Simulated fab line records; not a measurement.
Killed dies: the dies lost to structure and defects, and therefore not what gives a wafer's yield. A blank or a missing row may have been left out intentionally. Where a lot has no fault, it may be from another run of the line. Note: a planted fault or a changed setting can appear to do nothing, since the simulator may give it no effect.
What tool caused it?	flow nand harc	27 wafers from 9 lots sampled at 8 of the route's 1302 steps

== WHAT THE GAUGES SHOWED, per wafer ==
NHARC_A_CHANNEL_HOLE_D1_CD_MEAS_10 targets a cd of 100 nm. Usual: cd nm reads 100.0 nm (standard deviation 0.44).
lot	measured	on	cd nm (nm)	flag
L328	day 9 18:18	cd sem-01	98.9 99.7 100.2	
L330	day 10 17:59	cd sem-02	100.1 100.4 100.7	
L334	day 12 01:28	cd sem-02	99.9 99.4 99.6	
L335	day 12 19:34	cd sem-03	100.2 100.3 100.0	
L339	day 14 17:00	cd sem-03	100.3 107.0 99.6	OFF
L346	day 17 02:20	cd sem-03	100.6 100.2 100.5	
L345	day 17 03:12	cd sem-03	100.7 99.9 100.5	
L347	day 17 14:36	cd sem-01	99.9 100.3 100.2	
L348	day 17 23:32	cd sem-02	100.7 100.2 100.6	

NHARC_A_CHANNEL_HOLE_D1_INSPECT_12. Usual: raw defect count reads 6.1 (standard deviation 2.9).
lot	measured	on	raw defect count	flag
L328	day 9 18:26	defect inspect-02	8 4 6	
L330	day 10 18:07	defect inspect-02	3 7 7	
L334	day 12 01:36	defect inspect-02	5 6 5	
L335	day 12 19:41	defect inspect-01	4 2 3	
L339	day 14 17:07	defect inspect-01	5 7 4	
L346	day 17 02:28	defect inspect-02	6 10 7	
L345	day 17 03:19	defect inspect-02	3 6 4	
L347	day 17 14:43	defect inspect-02	3 4 5	
L348	day 17 23:39	defect inspect-02	5 8 2	

NHARC_A_CHANNEL_HOLE_D1_CD_MEAS_30. Usual: cd nm reads 90.0 nm (standard deviation 0.84).
lot	measured	on	cd nm (nm)	flag
L328	day 10 01:34	cd sem-03	88.4 89.5 89.4	
L330	day 11 03:48	cd sem-02	90.2 89.8 89.2	
L334	day 12 10:39	cd sem-02	89.8 90.5 90.2	
L335	day 13 03:26	cd sem-03	91.3 90.5 90.1	
L339	day 14 23:55	cd sem-02	90.9 96.7 90.2	OFF
L346	day 17 10:48	cd sem-02	91.5 90.7 91.8	
L345	day 17 14:58	cd sem-01	89.9 88.8 90.2	
L347	day 17 21:29	cd sem-03	90.2 91.1 90.1	
L348	day 18 06:25	cd sem-01	91.0 89.9 90.8	

NHARC_END_WLT_00. Usual: VT_DECK1_BOTTOM 0.874, standard deviation 0.0069; VT_DECK1_BOTTOM_INNER 0.874, standard deviation 0.0069; VT_DECK1_MEDIAN_NEAR_BOTTOM 0.875, standard deviation 0.0073; VT_DECK1_MEDIAN_NEAR_BOTTOM_INNER 0.875, standard deviation 0.0076; VT_DECK1_MIDDLE 0.888, standard deviation 0.0068; VT_DECK1_MIDDLE_INNER 0.887, standard deviation 0.0071; VT_DECK1_TOP 0.899, standard deviation 0.0076; VT_DECK1_TOP_INNER 0.900, standard deviation 0.0074; VT_DECK2_BOTTOM 0.874, standard deviation 0.0064; VT_DECK2_BOTTOM_INNER 0.873, standard deviation 0.0065; VT_DECK2_MEDIAN_NEAR_BOTTOM 0.875, standard deviation 0.0062; VT_DECK2_MEDIAN_NEAR_BOTTOM_INNER 0.874, standard deviation 0.0062; VT_DECK2_MIDDLE 0.887, standard deviation 0.0067; VT_DECK2_MIDDLE_INNER 0.887, standard deviation 0.0067; VT_DECK2_TOP 0.899, standard deviation 0.0074; VT_DECK2_TOP_INNER 0.899, standard deviation 0.0059.
lot	measured	on	VT_DECK1_BOTTOM	VT_DECK1_BOTTOM_INNER	VT_DECK1_MEDIAN_NEAR_BOTTOM	VT_DECK1_MEDIAN_NEAR_BOTTOM_INNER	VT_DECK1_MIDDLE	VT_DECK1_MIDDLE_INNER	VT_DECK1_TOP	VT_DECK1_TOP_INNER	VT_DECK2_BOTTOM	VT_DECK2_BOTTOM_INNER	VT_DECK2_MEDIAN_NEAR_BOTTOM	VT_DECK2_MEDIAN_NEAR_BOTTOM_INNER	VT_DECK2_MIDDLE	VT_DECK2_MIDDLE_INNER	VT_DECK2_TOP	VT_DECK2_TOP_INNER	flag
L328	day 25 18:23	prober-02	0.870 0.874 0.880	0.877 0.880 0.884	0.874 0.873 0.875	0.878 0.887 0.879	0.888 0.893 0.892	0.887 0.889 0.894	0.906 0.913 0.918	0.906 0.905 0.903	0.881 0.875 0.874	0.878 0.870 0.875	0.881 0.875 0.877	0.871 0.875 0.870	0.891 0.887 0.883	0.887 0.886 0.889	0.907 0.903 0.897	0.900 0.896 0.898	
L330	day 26 13:14	prober-01	0.866 0.863 0.870	0.866 0.872 0.858	0.865 0.868 0.866	0.868 0.865 0.863	0.881 0.882 0.870	0.876 0.875 0.885	0.905 0.894 0.890	0.886 0.898 0.886	0.883 0.880 0.884	0.885 0.874 0.875	0.877 0.879 0.884	0.873 0.880 0.881	0.891 0.887 0.899	0.891 0.894 0.891	0.910 0.898 0.914	0.903 0.912 0.904	
L334	day 27 13:36	prober-02	0.872 0.874 0.866	0.871 0.875 0.869	0.868 0.869 0.877	0.868 0.879 0.864	0.887 0.887 0.882	0.883 0.876 0.886	0.895 0.888 0.896	0.894 0.898 0.899	0.871 0.878 0.869	0.865 0.865 0.863	0.870 0.873 0.866	0.868 0.868 0.868	0.878 0.879 0.878	0.882 0.876 0.877	0.889 0.892 0.897	0.894 0.891 0.890	
L335	day 28 17:06	prober-02	0.876 0.869 0.876	0.879 0.877 0.871	0.876 0.873 0.874	0.868 0.872 0.877	0.876 0.889 0.886	0.881 0.888 0.881	0.894 0.892 0.895	0.894 0.892 0.898	0.870 0.872 0.872	0.880 0.880 0.876	0.871 0.870 0.871	0.879 0.878 0.874	0.888 0.887 0.888	0.885 0.890 0.888	0.887 0.907 0.904	0.895 0.895 0.893	
L339	day 31 00:12	prober-01	0.885 0.896 0.876	0.879 0.891 0.875	0.875 0.893 0.873	0.881 0.897 0.878	0.890 0.909 0.887	0.885 0.905 0.886	0.897 0.911 0.899	0.905 0.919 0.906	0.873 0.879 0.872	0.881 0.879 0.874	0.867 0.878 0.881	0.873 0.875 0.879	0.888 0.895 0.891	0.886 0.885 0.883	0.891 0.899 0.888	0.901 0.902 0.900	
L346	day 33 00:32	prober-01	0.886 0.887 0.890	0.883 0.882 0.887	0.894 0.890 0.890	0.887 0.891 0.892	0.902 0.881 0.897	0.895 0.893 0.902	0.911 0.904 0.915	0.911 0.906 0.913	0.878 0.875 0.872	0.871 0.867 0.870	0.880 0.871 0.876	0.871 0.872 0.869	0.885 0.878 0.881	0.893 0.885 0.890	0.903 0.894 0.889	0.890 0.890 0.903	
L345	day 33 09:38	prober-02	0.881 0.884 0.878	0.877 0.875 0.882	0.888 0.873 0.886	0.890 0.874 0.875	0.899 0.897 0.894	0.891 0.895 0.897	0.903 0.891 0.912	0.911 0.898 0.911	0.877 0.878 0.872	0.873 0.876 0.878	0.886 0.874 0.876	0.872 0.876 0.879	0.898 0.888 0.886	0.892 0.889 0.897	0.914 0.900 0.902	0.904 0.899 0.899	
L347	day 33 01:48	prober-02	0.870 0.881 0.876	0.872 0.875 0.876	0.872 0.878 0.879	0.872 0.880 0.878	0.886 0.890 0.890	0.895 0.892 0.892	0.890 0.898 0.900	0.906 0.900 0.901	0.875 0.881 0.866	0.877 0.870 0.871	0.880 0.879 0.881	0.876 0.880 0.881	0.895 0.881 0.893	0.891 0.899 0.890	0.901 0.907 0.898	0.911 0.904 0.911	
L348	day 33 09:20	prober-01	0.874 0.875 0.873	0.878 0.866 0.874	0.873 0.867 0.872	0.879 0.866 0.874	0.890 0.890 0.883	0.890 0.888 0.888	0.893 0.902 0.902	0.906 0.889 0.889	0.864 0.876 0.860	0.871 0.868 0.856	0.865 0.866 0.855	0.866 0.871 0.872	0.879 0.878 0.874	0.887 0.877 0.879	0.889 0.893 0.902	0.891 0.903 0.897	

== WHAT TOOL EACH LOT RAN ON (gives the tool, then ch and the chambers of the sampled wafers, and finally the start) ==
lot	NHARC_A_CHANNEL_HOLE_D1_PEB_08	NHARC_A_CHANNEL_HOLE_D1_ETCH_16	NHARC_A_CHANNEL_HOLE_D1_ETCH_23	NHARC_A_CHANNEL_HOLE_D1_XSEM_31
L328	litho track-04 ch 0, day 9 18:13	rie diel-09 ch 1,2,3, day 9 21:29 or earlier	har etch-01 ch 0,1, day 9 21:29	xsem-01 ch 0, day 10 01:38
L330	litho track-01 ch 0, day 10 17:55	rie diel-03 ch 1,2,3, day 10 20:47 or earlier	har etch-02 ch 0,1, day 10 20:47	xsem-02 ch 0, day 11 03:53
L334	litho track-04 ch 0, day 12 01:23	rie diel-03 ch 0,2,3, day 12 06:34 or earlier	har etch-01 ch 0,1, day 12 06:34	xsem-01 ch 0, day 12 10:44
L335	litho track-01 ch 0, day 12 19:29	rie diel-01 ch 0,1,3, day 12 22:35 or earlier	har etch-01 ch 0, day 12 22:35	xsem-02 ch 0, day 13 03:31
L339	litho track-01 ch 0, day 14 16:55	rie diel-09 ch 0,1, day 14 19:55 or earlier	har etch-02 ch 0,1, day 14 19:55	xsem-01 ch 0, day 14 23:59
L346	litho track-04 ch 0, day 17 02:16	rie diel-03 ch 0,2, day 17 06:41 or earlier	har etch-01 ch 0,1, day 17 06:41	xsem-01 ch 0, day 17 10:53
L345	litho track-06 ch 0, day 17 03:07	rie diel-03 ch 0,2,3, day 17 10:54 or earlier	har etch-01 ch 1, day 17 10:54	xsem-02 ch 0, day 17 15:04
L347	litho track-06 ch 0, day 17 14:31	rie diel-03 ch 1,2,3, day 17 17:23 or earlier	har etch-02 ch 0,1, day 17 17:23	xsem-01 ch 0, day 17 21:34
L348	litho track-01 ch 0, day 17 23:27	rie diel-03 ch 0,1,2, day 18 02:26 or earlier	har etch-01 ch 0,1, day 18 02:26	xsem-02 ch 0, day 18 06:31
- NHARC_A_CHANNEL_HOLE_D1_PEB_08: peb time 65 s.
- NHARC_A_CHANNEL_HOLE_D1_ETCH_16: etches the open film in O2/COS, target depth 3100 nm, time 806 s.
- NHARC_A_CHANNEL_HOLE_D1_ETCH_23: etches the open film in C4F8/O2/Ar, time 819 s, target depth 1600 nm.
- NHARC_A_CHANNEL_HOLE_D1_XSEM_31

== AS READ BY THE TOOLS THEMSELVES (means over the sampled wafers that have a number; for cases with no such wafer, the mark the record gives instead) ==
NHARC_A_CHANNEL_HOLE_D1_ETCH_16. Usual: bias w 300.1 W, standard deviation 0.81; drypump motor current A 5.7 A, standard deviation 0.46; oes product au 0.998 a.u., standard deviation 0.0077; rf vpp V 313.6 V, standard deviation 2.2; showerhead plenum p Torr 3.09 Torr, standard deviation 0.14; throttle valve pct 28.330 %, standard deviation 0.0088.
lot	tool	bias w (W)	drypump motor current A (A)	oes product au (a.u.)	rf vpp V (V)	showerhead plenum p Torr (Torr)	throttle valve pct (%)	flag
L328	rie diel-09	300.0	5.8	1.010	313.2	3.05	28.328	
L330	rie diel-03	299.8	5.6	0.990	313.8	3.07	28.326	
L334	rie diel-03	299.8	5.5	0.996	315.0	3.16	28.336	
L335	rie diel-01	300.0	6.0	0.992	312.5	2.99	28.329	
L339	rie diel-09	300.1	5.9	1.000	313.3	3.02	28.337	
L346	rie diel-03	299.3	5.8	0.999	315.3	3.22	28.331	
L345	rie diel-03	300.0	5.5	0.996	314.1	3.16	28.326	
L347	rie diel-03	299.7	5.6	0.996	313.2	3.07	28.325	
L348	rie diel-03	300.9	5.9	0.997	314.3	3.17	28.324	

NHARC_A_CHANNEL_HOLE_D1_ETCH_23. Usual: drypump motor current A 5.9 A, standard deviation 0.35; showerhead plenum p Torr 3.62 Torr, standard deviation 0.087; throttle valve pct 32.155 %, standard deviation 0.0087.
lot	tool	drypump motor current A (A)	showerhead plenum p Torr (Torr)	throttle valve pct (%)	flag
L328	har etch-01	6.3	3.64	32.151	
L330	har etch-02	5.6	3.58	32.155	
L334	har etch-01	6.3	3.63	32.158	
L335	har etch-01	6.4	3.58	32.156	
L339	har etch-02	5.7	3.58	32.153	
L346	har etch-01	6.3	3.59	32.156	
L345	har etch-01	6.1	3.67	32.162	
L347	har etch-02	5.7	3.93	32.155	OFF
L348	har etch-01	6.2	3.62	32.155	

NHARC_A_CHANNEL_HOLE_D1_XSEM_31. Usual: bot cd nm 74.7 nm, standard deviation 1.1; bow nm 8.69 nm, standard deviation 0.3; tilt deg 0.08 degrees, standard deviation 0.044.
lot	tool	bot cd nm (nm)	bow nm (nm)	tilt deg (degrees)	flag
L328	xsem-01	74.4	8.67	0.09	
L330	xsem-02	73.9	8.75	0.09	
L334	xsem-01	74.0	8.88	0.04	
L335	xsem-02	75.7	8.65	0.07	
L339	xsem-01	78.2	8.99	0.07	OFF
L346	xsem-01	76.2	9.28	0.11	
L345	xsem-02	74.1	8.54	0.08	
L347	xsem-01	75.1	8.91	0.07	
L348	xsem-02	74.9	8.66	0.02	

== THE ANSWER, worked out from the rows above alone ==
Rule: lot off if the mean of its wafers having a number is beyond 3 standard deviations from the usual mean. A lot without any number at a reading at which 4 lots or more have one is off too. The other lots that the step has rows for count as sound. Order of review: gauges by route order, followed by the tools' own readings, for which a lot's mean as printed above is used. The first step at which some lot is off is used, and at that step the reading that is off furthest; a lot without a number counts as furthest.
Off, at NHARC_A_CHANNEL_HOLE_D1_CD_MEAS_10 on cd nm: L339.
A tool fits if, at a process step before that reading, it ran every lot that is off, and no sound lot after the first of them. The gauges at NHARC_A_CHANNEL_HOLE_D1_CD_MEAS_10 aren't tried: what is off there is off at NHARC_A_CHANNEL_HOLE_D1_CD_MEAS_30 too, on other tools, and a gauge's error can't cause that. No candidate that was tried fits.

== WHAT THE SIMULATOR HAD PUT IN ==
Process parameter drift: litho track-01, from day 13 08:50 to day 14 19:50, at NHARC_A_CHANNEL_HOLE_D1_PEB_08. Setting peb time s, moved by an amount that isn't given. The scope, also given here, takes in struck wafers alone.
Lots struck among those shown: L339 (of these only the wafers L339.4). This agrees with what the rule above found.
